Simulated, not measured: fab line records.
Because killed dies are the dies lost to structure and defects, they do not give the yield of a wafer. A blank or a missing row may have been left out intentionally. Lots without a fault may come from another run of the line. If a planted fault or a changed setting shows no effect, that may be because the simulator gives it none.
fab line records	flow n5-finfet
record lots=6	wafers=18	last-day=17
route steps=1938 shown BEOL_M1@839 BEOL_M2@841 BEOL_M4@1111 PASSIVATION@1936
lots that met no fault: from a run of the same line without faults
start-h: the number of hours between the record's first day and the start of the first shown wafer of the lot	wait-h: time in hours since the lot's previous step	" repeats the value in the row above	L1.1+2: a row that stands for several wafers	- no value, or no start was given	* or withheld: withheld	< > ~ a bound
route shown NAME@n: a module of which the file shows steps, and the number in the route of the first	usual: mean and standard deviation over wafers with no fault	same: alike in all rows	chamber/n: place in a boat	sites: per-site readings	_std_site: standard deviation of those values	_edge_site: inner sites' mean taken away from outer sites' mean	radius-mm: for every site, how far away it sits from the centre of the wafer	mask NAME#n: copy n	behind: the most recent tool/chamber to have shaped the wafer	hold: the reason the lot was held/the length of the hold in hours/how it ended	device: names the non-switching transistor (n, p or np)	end of line: tests run on the same wafers once the route is complete	step lacking rows: just its recipe	killed: dies lost to structure and defects at the first sort, not the wafer's yield	map: dies across one wafer; x = killed, . = not, _ = none there
set.NAME: the run value of the setting; set.NAME@STEP: its run value at that earlier step	model.NAME: the simulator's own value behind a step, which no gauge read
lots at selected steps of the route; one table per step, one row per wafer
services: when a tool's chamber went out of use (start-h, in hours from the record's first day, below 0 if earlier), for how many hours, and the reason
## steps
# step N5_BEOL_M1_RS_MEAS_58
# recipe thk-meas-gauge=four-point-probe	reads=Co_of_BEOL_M1_CO_CAP_55+Cu_of_BEOL_M1_ECD_50+Co_of_BEOL_M1_CVD_47+TaN_of_BEOL_M1_ALD_84
# usual M1_RS=0.66/0.038
lot.wafer	tool	chamber	start-h	wait-h	M1_RS[ohm/sq]
L162.1	film-metro-02	-	151.24	0.0	0.77
L162.2	"	-	"	"	0.79
L162.5	"	-	"	"	0.68
L165.1	film-metro-01	-	165.20	0.1	0.69
L165.2	"	-	"	"	0.72
L165.5	"	-	"	"	0.65
L167.3	film-metro-01	-	172.23	0.1	0.76
L167.4	"	-	"	"	0.68
L167.6	"	-	"	"	0.72
L177.2	film-metro-01	-	234.45	0.1	0.64
L177.5	"	-	"	"	0.64
L177.6	"	-	"	"	0.66
L178.1	film-metro-02	-	244.90	0.0	0.64
L178.3	"	-	"	"	0.67
L178.4	"	-	"	"	0.61
L181.1	film-metro-02	-	256.88	0.0	0.64
L181.3	"	-	"	"	0.63
L181.6	"	-	"	"	0.61
# step N5_BEOL_M1_INSPECT_59
# recipe inspect-instrument=darkfield	mode=post-dep
# usual raw-defect-count=83/28
lot.wafer	tool	chamber	start-h	wait-h	raw-defect-count
L162.1	defect-inspect-01	-	151.27	0.0	90
L162.2	"	-	"	"	80
L162.5	"	-	"	"	72
L165.1	defect-inspect-02	-	165.23	0.0	76
L165.2	"	-	"	"	101
L165.5	"	-	"	"	62
L167.3	defect-inspect-01	-	172.26	0.0	87
L167.4	"	-	"	"	104
L167.6	"	-	"	"	120
L177.2	defect-inspect-02	-	234.48	0.0	70
L177.5	"	-	"	"	59
L177.6	"	-	"	"	57
L178.1	defect-inspect-01	-	244.93	0.0	62
L178.3	"	-	"	"	45
L178.4	"	-	"	"	65
L181.1	defect-inspect-01	-	256.90	0.0	68
L181.3	"	-	"	"	61
L181.6	"	-	"	"	36
# step N5_BEOL_M2_ILD_DEP_00
# recipe material=SiOC	target-thk-a=790	temp-c=350	precursor=DEMS/O2	pressure-torr=5	rf-w=500	time-s=15.3
# usual heater-power-w=488/68	showerhead-plenum-p-Torr=5.701/0.018	throttle-valve-pct=12.0/0.57
lot.wafer	tool	chamber	start-h	wait-h	heater-power-w	showerhead-plenum-p-Torr	throttle-valve-pct
L162.1	pecvd-01	0	151.31	0.0	507	5.677	11.9
L162.2	"	2	"	"	493	5.699	12.2
L162.5	"	0	"	"	518	5.670	12.2
L165.1	pecvd-02	0	165.26	0.0	484	5.698	12.7
L165.2	"	1	"	"	463	5.710	11.7
L165.5	"	1	"	"	472	5.716	11.5
L167.3	pecvd-01	2	172.29	0.0	568	5.716	12.3
L167.4	"	0	"	"	525	5.690	11.8
L167.6	"	1	"	"	410	5.720	12.8
L177.2	pecvd-04	2	234.52	0.0	380	5.703	10.9
L177.5	"	2	"	"	374	5.687	10.6
L177.6	"	1	"	"	399	5.726	12.1
L178.1	pecvd-02	2	244.97	0.0	516	5.688	11.5
L178.3	"	1	"	"	426	5.704	11.7
L178.4	"	0	"	"	482	5.715	12.8
L181.1	pecvd-02	1	256.94	0.0	443	5.697	11.7
L181.3	"	2	"	"	567	5.685	11.7
L181.6	"	2	"	"	566	5.714	11.7
# step N5_BEOL_M2_THK_MEAS_01
# recipe reads=SiOC_of_BEOL_M2_ILD_DEP_00
# usual M2_ILD_THK=79.5/1.1
lot.wafer	tool	chamber	start-h	wait-h	M2_ILD_THK[nm]
L162.1	film-metro-02	-	151.39	0.1	77.9
L162.2	"	-	"	"	78.1
L162.5	"	-	"	"	79.0
L165.1	film-metro-01	-	165.33	0.0	79.0
L165.2	"	-	"	"	80.3
L165.5	"	-	"	"	80.9
L167.3	film-metro-01	-	172.36	0.1	79.6
L167.4	"	-	"	"	81.2
L167.6	"	-	"	"	80.7
L177.2	film-metro-01	-	234.58	0.1	78.2
L177.5	"	-	"	"	79.2
L177.6	"	-	"	"	80.2
L178.1	film-metro-01	-	245.03	0.0	80.4
L178.3	"	-	"	"	80.8
L178.4	"	-	"	"	80.9
L181.1	film-metro-01	-	257.01	0.0	79.0
L181.3	"	-	"	"	78.9
L181.6	"	-	"	"	80.6
# step N5_BEOL_M2_PECVD_72
# recipe material=SiO2	target-thk-a=160	temp-c=400	precursor=TEOS/O2	pressure-torr=5.5	rf-w=450	teos-flow-sccm=53.8	gas=O2	flow-sccm=3000	time-s=18
# usual heater-power-w=687/87	showerhead-plenum-p-Torr=8.82/0.084	throttle-valve-pct=22.3/1.2
lot.wafer	tool	chamber	start-h	wait-h	heater-power-w	showerhead-plenum-p-Torr	throttle-valve-pct
L162.1	pecvd-01	0	151.43	0.0	742	8.71	22.0
L162.2	"	2	"	"	855	8.82	22.7
L162.5	"	2	"	"	834	8.86	22.9
L165.1	pecvd-04	0	165.37	0.0	757	8.75	21.8
L165.2	"	2	"	"	607	8.79	20.0
L165.5	"	2	"	"	610	8.80	20.0
L167.3	pecvd-02	2	172.40	0.0	835	8.74	21.6
L167.4	"	1	"	"	716	8.85	21.9
L167.6	"	0	"	"	790	8.79	24.0
L177.2	pecvd-02	1	234.62	0.0	629	8.85	22.0
L177.5	"	2	"	"	751	8.75	21.7
L177.6	"	1	"	"	629	8.83	22.0
L178.1	pecvd-04	1	245.07	0.0	558	8.97	22.6
L178.3	"	0	"	"	658	8.77	22.2
L178.4	"	0	"	"	664	8.76	22.3
L181.1	pecvd-02	1	257.05	0.0	671	8.87	22.0
L181.3	"	0	"	"	831	8.81	24.0
L181.6	"	0	"	"	827	8.81	23.6
# step N5_BEOL_M2_HM_DEP_02
# recipe material=TiN	target-thk-a=200	temp-c=25	chamber-pressure-pa=0.49996
# usual throttle-valve-pct=29.7/1
lot.wafer	tool	chamber	start-h	wait-h	throttle-valve-pct
L162.1	pvd-sputter-01	-	151.50	0.1	28.5
L162.2	"	-	"	"	31.4
L162.5	"	-	"	"	30.4
L165.1	pvd-sputter-02	-	167.94	2.6	30.7
L165.2	"	-	"	"	28.8
L165.5	"	-	"	"	28.8
L167.3	pvd-sputter-02	-	173.36	0.9	30.1
L167.4	"	-	"	"	29.5
L167.6	"	-	"	"	28.8
L177.2	pvd-sputter-01	-	234.83	0.2	30.2
L177.5	"	-	"	"	31.2
L177.6	"	-	"	"	28.5
L178.1	pvd-sputter-03	-	245.55	0.5	29.5
L178.3	"	-	"	"	29.8
L178.4	"	-	"	"	31.3
L181.1	pvd-sputter-01	-	261.55	4.5	28.6
L181.3	"	-	"	"	30.4
L181.6	"	-	"	"	29.2
# step N5_BEOL_M2_COAT_61
# recipe resist=SOC	temp-c=250	time-s=60	spin-rpm=1500	resist-thk-nm=60
# step N5_BEOL_M2_COAT_62
# recipe resist=SiARC	temp-c=220	time-s=60	spin-rpm=1500	resist-thk-nm=12
# step N5_BEOL_M2_COAT_73
# recipe resist=underlayer	temp-c=205	time-s=60	spin-rpm=1500	resist-thk-nm=5
# step N5_BEOL_M2_COAT_05
# recipe resist=CAR-EUV	spin-rpm=1500	resist-thk-nm=30
# step N5_BEOL_M2_EBR_07
# recipe solvent=PGMEA	ebr-width-mm=1.5
# step N5_BEOL_M2_SOFTBAKE_06
# recipe temp-c=110	time-s=60	resist=CAR-EUV
# step N5_BEOL_M2_EXPOSE_08
# recipe mask-id=M2	na=0.33	source-shape=dipole	sigma-inner=0.369	sigma-outer=0.767	polarization=unpolarized	dose-mj=41.25
# same sigma-outer=0.767
lot.wafer	tool	chamber	start-h	wait-h	mask	model.BEOL_M2.overlay-x-nm
L162.1+2+5	euv-scanner-02	0	151.77	-	M2#0	0
L165.1+2+5	euv-scanner-01	0	168.20	-	M2#0	0.4
L167.3+4+6	euv-scanner-01	0	173.64	-	M2#0	-0.2
L177.2+5+6	euv-scanner-02	0	235.10	-	M2#0	4.2
L178.1+3+4	euv-scanner-02	0	245.82	-	M2#0	4
L181.1+3+6	euv-scanner-01	0	261.94	-	M2#0	0.4
# step N5_BEOL_M2_PEB_09
# recipe peb-temp-c=100	peb-time-s=60	resist=CAR-EUV
# step N5_BEOL_M2_DEVELOP_10
# recipe develop-time-s=30	developer=TMAH	resist=CAR-EUV	rinse-liquid=surfactant-rinse	dry=air-spin	dev-temp-c=23
# step N5_BEOL_M2_CD_MEAS_11
# recipe target-cd-nm=16.79	landing-energy-ev=500	detector=se-inlens	polarity=opening
# usual cd-nm=16.79/0.23
lot.wafer	tool	chamber	start-h	wait-h	cd-nm
L162.1	cd-sem-02	0	151.90	-	16.84
L162.2	"	0	"	"	17.02
L162.5	"	0	"	"	16.74
L165.1	cd-sem-03	0	168.33	-	17.01
L165.2	"	0	"	"	16.41
L165.5	"	0	"	"	16.75
L167.3	cd-sem-02	0	173.76	-	16.89
L167.4	"	0	"	"	16.98
L167.6	"	0	"	"	17.08
L177.2	cd-sem-01	0	235.22	-	16.77
L177.5	"	0	"	"	16.92
L177.6	"	0	"	"	16.76
L178.1	cd-sem-03	0	245.95	-	16.69
L178.3	"	0	"	"	16.43
L178.4	"	0	"	"	16.88
L181.1	cd-sem-01	0	262.07	-	16.83
L181.3	"	0	"	"	17.09
L181.6	"	0	"	"	17.00
# step N5_BEOL_M2_OVL_MEAS_12
# recipe points-per-wafer=522
# usual M2_OVL=-0.1/0.64
# same points-per-wafer=522
lot.wafer	tool	chamber	start-h	wait-h	M2_OVL[nm]
L162.1	overlay-01	0	151.93	0.0	0.3
L162.2	"	0	"	"	0.8
L162.5	"	0	"	"	-0.3
L165.1	overlay-02	0	168.36	0.0	0.0
L165.2	"	0	"	"	-0.7
L165.5	"	0	"	"	0.4
L167.3	overlay-01	0	173.80	0.0	-0.4
L167.4	"	0	"	"	-0.1
L167.6	"	0	"	"	-0.2
L177.2	overlay-01	0	235.26	0.0	5.2
L177.5	"	0	"	"	4.7
L177.6	"	0	"	"	4.9
L178.1	overlay-02	0	245.98	0.0	3.2
L178.3	"	0	"	"	2.7
L178.4	"	0	"	"	4.2
L181.1	overlay-01	0	262.10	0.0	0.0
L181.3	"	0	"	"	-0.4
L181.6	"	0	"	"	0.5
# step N5_BEOL_M2_INSPECT_13
# recipe mode=adi	inspect-instrument=brightfield
# usual raw-defect-count=446/120
lot.wafer	tool	chamber	start-h	wait-h	raw-defect-count
L162.1	defect-inspect-01	-	151.99	0.1	384
L162.2	"	-	"	"	386
L162.5	"	-	"	"	417
L165.1	defect-inspect-01	-	168.42	0.1	624
L165.2	"	-	"	"	574
L165.5	"	-	"	"	496
L167.3	defect-inspect-01	-	173.85	0.0	469
L167.4	"	-	"	"	724
L167.6	"	-	"	"	554
L177.2	defect-inspect-02	-	235.31	0.0	437
L177.5	"	-	"	"	433
L177.6	"	-	"	"	394
L178.1	defect-inspect-02	-	246.04	0.1	234
L178.3	"	-	"	"	247
L178.4	"	-	"	"	357
L181.1	defect-inspect-02	-	262.16	0.1	250
L181.3	"	-	"	"	401
L181.6	"	-	"	"	268
# step N5_BEOL_M4_RC_MEAS_101
# usual DIBL_N=36.9/1.7	DIBL_P=36.7/2.1	IOFF_N=0.17/0.032	IOFF_P=0.22/0.036	ION_N=674/12	ION_P=461/7	SS_N=71.7/0.6	SS_P=73.4/0.67	VT_N=249/3.1	VT_P=-250/3.2
lot.wafer	tool	chamber	start-h	wait-h	DIBL_N[mV/V]	DIBL_P[mV/V]	IOFF_N[nA/um]	IOFF_P[nA/um]	ION_N[uA/um]	ION_P[uA/um]	SS_N[mV/dec]	SS_P[mV/dec]	VT_N[mV]	VT_P[mV]
L162.1	prober-02	0	185.74	0.0	37.0	35.6	0.16	0.17	667	455	71.3	73.3	250	-253
L162.2	"	0	"	"	37.5	35.7	0.17	0.17	677	452	71.7	73.2	251	-257
L162.5	"	0	"	"	36.3	35.5	0.15	0.16	672	453	71.6	73.3	254	-258
L165.1	prober-02	0	197.33	0.1	38.2	39.5	0.20	0.25	685	468	72.1	73.7	247	-248
L165.2	"	0	"	"	37.2	39.1	0.19	0.25	676	469	71.7	74.4	248	-249
L165.5	"	0	"	"	37.9	39.8	0.20	0.25	681	462	72.0	73.5	246	-248
L167.3	prober-01	0	200.47	0.3	38.4	37.9	0.20	0.25	674	461	71.8	73.3	247	-246
L167.4	"	0	"	"	38.3	38.1	0.18	0.25	676	465	71.8	73.6	248	-248
L167.6	"	0	"	"	37.9	37.5	0.17	0.23	676	467	71.5	73.8	250	-248
L177.2	prober-02	0	271.08	0.2	35.3	34.8	0.14	0.19	665	458	70.8	73.2	250	-250
L177.5	"	0	"	"	36.7	36.5	0.16	0.22	675	468	71.8	73.4	249	-251
L177.6	"	0	"	"	36.5	36.3	0.16	0.21	666	462	71.2	73.2	251	-251
L178.1	prober-02	0	279.11	0.0	37.5	35.7	0.18	0.26	676	471	71.5	73.4	247	-244
L178.3	"	0	"	"	35.1	33.5	0.14	0.23	662	466	71.5	72.8	249	-247
L178.4	"	0	"	"	34.8	33.6	0.14	0.24	667	467	70.8	72.1	248	-245
L181.1	prober-02	0	293.04	0.0	33.9	32.4	0.11	0.16	653	450	71.3	72.7	255	-253
L181.3	"	0	"	"	34.6	33.8	0.13	0.19	654	453	72.4	73.2	253	-251
L181.6	"	0	"	"	34.1	33.3	0.13	0.17	659	451	70.8	72.8	255	-250
# step N5_PASSIVATION_PROBE_49
# usual defect-limited-yield=91.7/1.5	killed_at_M0_to_M3=32/9.6	killed_at_M4_up=13/5.3	killed-at-contacts=12/6.8	killed-at-front-end=36/9.8	killed-at-other=4/3.1	killed-dies=98/17	killed-open=65/13	killed-short=32/8.5	sort_bin_5_function=4.9/0.93	sort_bin_6_memory=3.2/0.67	sort-n-pass=1082/17	sort-yield-pct=91.7/1.4
# same gross-dies=1180	killed-at-back-side=0	sort_bin_4_leakage[%]=0	sort_bin_8_speed[%]=0
lot.wafer	tool	chamber	start-h	wait-h	defect-limited-yield[%]	killed_at_M0_to_M3	killed_at_M4_up	killed-at-contacts	killed-at-front-end	killed-at-other	killed-dies	killed-open	killed-short	sort_bin_5_function[%]	sort_bin_6_memory[%]	sort-n-pass	sort-yield-pct[%]
L165.1	prober-01	-	294.63	0.0	93.8	17	16	13	25	2	73	55	16	3.3	2.5	1107	93.8
L165.2	prober-01	-	294.68	0.1	93.1	33	13	15	16	5	82	60	22	4.6	2.0	1098	93.1
L165.5	prober-01	-	294.83	0.2	94.4	26	16	2	15	7	66	41	22	3.2	2.1	1114	94.4
L177.2	prober-01	-	374.49	0.1	91.3	33	21	9	40	0	103	64	36	4.8	3.3	1077	91.3
L177.5	prober-01	-	374.64	0.2	89.2	61	10	10	44	2	127	71	47	5.6	4.3	1053	89.2
L177.6	prober-01	-	374.69	0.3	92.2	26	12	13	39	2	92	50	40	4.3	3.1	1088	92.2
L178.1	prober-01	-	386.71	0.0	92.9	19	18	6	38	3	84	58	23	3.7	3.1	1096	92.9
L178.3	prober-01	-	386.81	0.1	92.4	33	9	15	31	2	90	51	36	5.1	2.4	1090	92.4
L178.4	prober-01	-	386.86	0.2	93.2	18	12	12	32	6	80	49	30	4.1	2.5	1100	93.2
# killed by level:class
L165.1 MOL_CONTACT_COAG:geometric-particle:open=10 STI_FIN_REVEAL:geometric-particle:open=9 BEOL_M4:geometric-particle:open=8 BEOL_M2:geometric-particle:open=5 STARTING-WAFER:geometric-particle:open=4 FIN_SAQP:geometric-particle:open=3 FIN_SAQP:geometric-particle:short=3 MOL_CONTACT_COAG:geometric-particle:short=3
L165.2 MOL_CONTACT_COAG:geometric-particle:open=13 BEOL_M2:geometric-particle:open=10 STI_FIN_REVEAL:geometric-particle:open=7 BEOL_M0_SAQP:geometric-particle:short=6 BEOL_M1:geometric-particle:open=6 BEOL_M0_SAQP:geometric-particle:open=5 BEOL_M6:geometric-particle:open=4 BEOL_M4:geometric-particle:open=3
L165.5 BEOL_M2:geometric-particle:open=8 BEOL_M1:geometric-particle:open=6 STI_FIN_REVEAL:geometric-particle:open=4 BEOL_M0_SAQP:geometric-particle:short=3 BEOL_M3:geometric-particle:open=3 BEOL_M4:geometric-particle:open=3 BEOL_M5:geometric-particle:open=3 STARTING-WAFER:geometric-particle:short=3
L177.2 BEOL_M4:geometric-particle:open=9 MOL_CONTACT_COAG:geometric-particle:open=8 STI_FIN_REVEAL:geometric-particle:open=7 BEOL_M0_SAQP:geometric-particle:short=7 BEOL_M3:geometric-particle:open=7 BEOL_M1:geometric-particle:open=6 ILD0:geometric-particle:open=5 BEOL_M0_SAQP:geometric-particle:open=5
L177.5 BEOL_M0_SAQP:geometric-particle:open=20 BEOL_M0_SAQP:geometric-particle:short=17 BEOL_M2:geometric-particle:open=8 FIN_SAQP:geometric-particle:short=6 STI_FIN_REVEAL:geometric-particle:open=6 GATE_CUT:geometric-particle:short=5 BEOL_M1:geometric-particle:open=5 HKMG_FIN:area-etch=5
L177.6 FIN_SAQP:geometric-particle:open=11 MOL_CONTACT_COAG:geometric-particle:open=11 FIN_SAQP:geometric-particle:short=8 BEOL_M0_SAQP:geometric-particle:short=7 BEOL_M0:geometric-particle:short=6 STI_FIN_REVEAL:geometric-particle:open=5 BEOL_M0_SAQP:geometric-particle:open=4 BEOL_M4:geometric-particle:open=4
L178.1 FIN_SAQP:geometric-particle:open=10 FIN_SAQP:geometric-particle:short=7 STI_FIN_REVEAL:geometric-particle:open=6 MOL_CONTACT_COAG:geometric-particle:open=6 BEOL_M4:geometric-particle:short=6 BEOL_M1:geometric-particle:open=5 BEOL_M3:geometric-particle:open=5 GATE_CUT:geometric-particle:open=4
L178.3 MOL_CONTACT_COAG:geometric-particle:open=12 BEOL_M0_SAQP:geometric-particle:short=11 BEOL_M4:geometric-particle:open=8 FIN_SAQP:geometric-particle:open=7 GATE_CUT:geometric-particle:short=6 BEOL_M1:geometric-particle:open=5 FIN_SAQP:geometric-particle:short=4 BEOL_M0_SAQP:geometric-particle:open=4
L178.4 MOL_CONTACT_COAG:geometric-particle:open=8 BEOL_M4:geometric-particle:open=8 DUMMY_GATE:geometric-particle:open=6 BEOL_M2:geometric-particle:open=5 FIN_SAQP:geometric-particle:open=4 FIN_SAQP:geometric-particle:short=4 STARTING-WAFER:geometric-particle:open=4 MIM_TOP_ETCH:geometric-particle:short=4
## services
tool	chamber	start-h	hours	kind
pvd-sputter-01	-	129.67	3.7	repair
euv-scanner-02	-	131.15	0.8	repair
euv-scanner-01	-	145.52	1.0	pm
pvd-sputter-03	-	150.18	7.7	repair
pecvd-01	1	151.00	6.7	repair
euv-scanner-02	-	154.26	1.0	pm
euv-scanner-02	0	169.02	-	calibration
euv-scanner-02	-	195.97	4.6	repair
euv-scanner-01	-	201.67	1.0	pm
pecvd-01	2	209.43	19.8	repair
euv-scanner-02	-	210.41	1.0	pm
pecvd-01	2	229.28	-	clean
pecvd-01	2	229.28	-	consumable-replace:showerhead
pecvd-01	2	229.28	29.0	scheduled-down
pecvd-01	2	229.28	29.0	vent-cycle
pecvd-01	-	229.78	28.1	pm
euv-scanner-02	-	240.17	4.6	pm
euv-scanner-01	-	257.82	1.0	pm
## key
first-sign step=N5_BEOL_M2_OVL_MEAS_12	reading=M2_OVL	direction=up	sigmas=6.7	usual=-0.1	struck=4.2
effect none on later readings
model-effect step=N5_BEOL_M2_EXPOSE_08	value=BEOL_M2.overlay-x-nm	without=0.1	struck=4.1
met-at N5_BEOL_M2_EXPOSE_08
struck-wafers L177.2,L177.5,L177.6,L178.1,L178.3,L178.4
onset-between 151.77 235.10
fault kind=scanner-matching-overlay	tool=euv-scanner-02	chamber=-	onset-h=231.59	steps=N5_BEOL_M2_EXPOSE_08	offset=3.9442
